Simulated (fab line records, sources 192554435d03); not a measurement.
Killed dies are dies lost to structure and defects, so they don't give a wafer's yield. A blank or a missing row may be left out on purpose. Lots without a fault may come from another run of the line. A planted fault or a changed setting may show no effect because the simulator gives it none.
Chamber matching | flow n5_finfet | N5_GATE_CUT_ETCH_58 on rie_diel-05: 4 sister chambers
The step etches SiNx in CH3F/O2, target depth 17 nm, time 128.6 s. 22 wafers are shown with their chamber, then 11 later ones without.

WAFERS WITH THEIR CHAMBER
wafer  | chamber | showerhead_plenum_p_Torr (Torr) | oes_product_au (a.u.) | throttle_valve_pct (%)
L075.1 | 1       | 2.00                            | 0.78                  | 16.00
L075.4 | 3       | 2.09                            | 0.78                  | 15.96
L075.5 | 2       | 1.97                            | 0.99                  | 16.06
L076.1 | 0       | 2.09                            | 0.78                  | 16.14
L076.2 | 1       | 2.00                            | 0.77                  | 16.01
L076.3 | 2       | 1.97                            | 0.98                  | 16.04
L076.4 | 3       | 2.09                            | 0.78                  | 15.97
L076.5 | 3       | 2.09                            | 0.78                  | 15.96
L076.6 | 2       | 1.97                            | 0.98                  | 16.04
L077.1 | 2       | 1.97                            | 0.97                  | 16.03
L077.4 | 1       | 2.00                            | 0.77                  | 16.02
L077.5 | 0       | 2.09                            | 0.77                  | 16.13
L078.1 | 0       | 2.09                            | 0.77                  | 16.14
L078.4 | 3       | 2.09                            | 0.77                  | 15.97
L078.6 | 1       | 2.00                            | 0.77                  | 16.04
L082.1 | 2       | 1.96                            | 0.95                  | 16.06
L082.5 | 2       | 1.96                            | 0.95                  | 16.06
L082.6 | 3       | 2.09                            | 0.78                  | 15.96
L086.1 | 2       | 1.96                            | 0.93                  | 16.07
L086.4 | 3       | 2.09                            | 0.77                  | 15.98
L086.5 | 3       | 2.09                            | 0.77                  | 15.99
L085.3 | 2       | 1.96                            | 0.93                  | 16.08

SIGNATURES (means of the wafers above)
reading                  | chamber 0 | chamber 1 | chamber 2 | chamber 3 | scatter within a chamber
showerhead_plenum_p_Torr | 2.0900    | 2.0000    | 1.9650    | 2.0900    | 0.00333
oes_product_au           | 0.7733    | 0.7725    | 0.9600    | 0.7757    | 0.0151
throttle_valve_pct       | 16.1367   | 16.0175   | 16.0550   | 15.9700   | 0.0144
Rule: a wafer's distance from a chamber is the root of the sum, over the readings, of the square of ((its reading less the chamber's mean) divided by the reading's scatter). The wafer belongs to the nearest chamber; if the next one is less than 2 further off, it can't be placed. The scatter: the root of (the sum of the squares of (reading less its chamber's mean) over the shown wafers, divided by (wafers less chambers)).

WAFERS WITHOUT THEIR CHAMBER
wafer  | showerhead_plenum_p_Torr (Torr) | oes_product_au (a.u.) | throttle_valve_pct (%)
L085.4 | 2.00                            | 0.76                  | 16.07
L085.5 | 2.00                            | 0.75                  | 16.04
L090.1 | 2.08                            | 0.77                  | 16.18
L090.5 | 1.99                            | 0.75                  | 16.06
L090.6 | 2.08                            | 0.76                  | 16.16
L093.2 | 1.99                            | 0.74                  | 16.07
L093.3 | 2.08                            | 0.75                  | 16.02
L093.4 | 2.08                            | 0.76                  | 16.19
L094.2 | 1.96                            | 0.91                  | 16.11
L094.4 | 2.08                            | 0.74                  | 16.01
L094.5 | 2.08                            | 0.75                  | 16.18

WHICH CHAMBER EACH WENT THROUGH
wafer  | from the rows above | in truth
L085.4 | 1                   | 1
L085.5 | 1                   | 1
L090.1 | 0                   | 0
L090.5 | 1                   | 1
L090.6 | 0                   | 0
L093.2 | 1                   | 1
L093.3 | 3                   | 3
L093.4 | 0                   | 0
L094.2 | 2                   | 2
L094.4 | 3                   | 3
L094.5 | 0                   | 0
Placed correctly: 11 of 11. Can't be placed from these rows: 0. Placed wrongly: 0.
